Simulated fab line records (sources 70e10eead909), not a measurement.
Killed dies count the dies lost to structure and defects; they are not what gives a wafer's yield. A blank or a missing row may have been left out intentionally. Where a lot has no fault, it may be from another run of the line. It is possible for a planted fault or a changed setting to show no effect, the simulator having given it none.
Matching of chambers	flow nand_harc	NHARC_A_STAIRCASE_TRIM_12 on rie_diel-08 has 4 sister chambers
The step chemistry O2, time 211.2 s. 4 wafers are shown with their chamber, then 9 later ones without.

WAFERS WITH THEIR CHAMBER
wafer	chamber	drypump_motor_current_A (A)
L081.3	2	5.9
L090.1	3	6.1
L090.4	1	4.8
L090.5	0	5.3

WAFERS WHOSE CHAMBER IS MISSING
wafer	drypump_motor_current_A (A)
L091.2	4.8
L091.4	6.1
L091.5	5.3
L092.1	6.1
L092.5	5.3
L092.6	4.8
L095.1	4.8
L095.2	6.2
L095.5	5.9

CHAMBER TAKEN BY EACH
wafer	from the rows above	in truth
L091.2	1	1
L091.4	3	3
L091.5	0	0
L092.1	3	3
L092.5	0	0
L092.6	1	1
L095.1	1	1
L095.2	3	3
L095.5	2	2
Correct placement for 9 of the 9. Number that these rows cannot place: 0. Placed wrongly: 0.
How it was worked out, from the rows above alone: a wafer's distance from a chamber is the root of the sum, over the readings, of the square of ((its reading less the chamber's mean) divided by the reading's scatter). The wafer belongs to the nearest chamber; if the next one is less than 2 further off, it can't be placed. For every chamber, the mean is computed from those of its wafers that are shown. The scatter: with one shown wafer a chamber, the root of the mean of the squares of how far each hidden wafer lies from its nearest shown one.
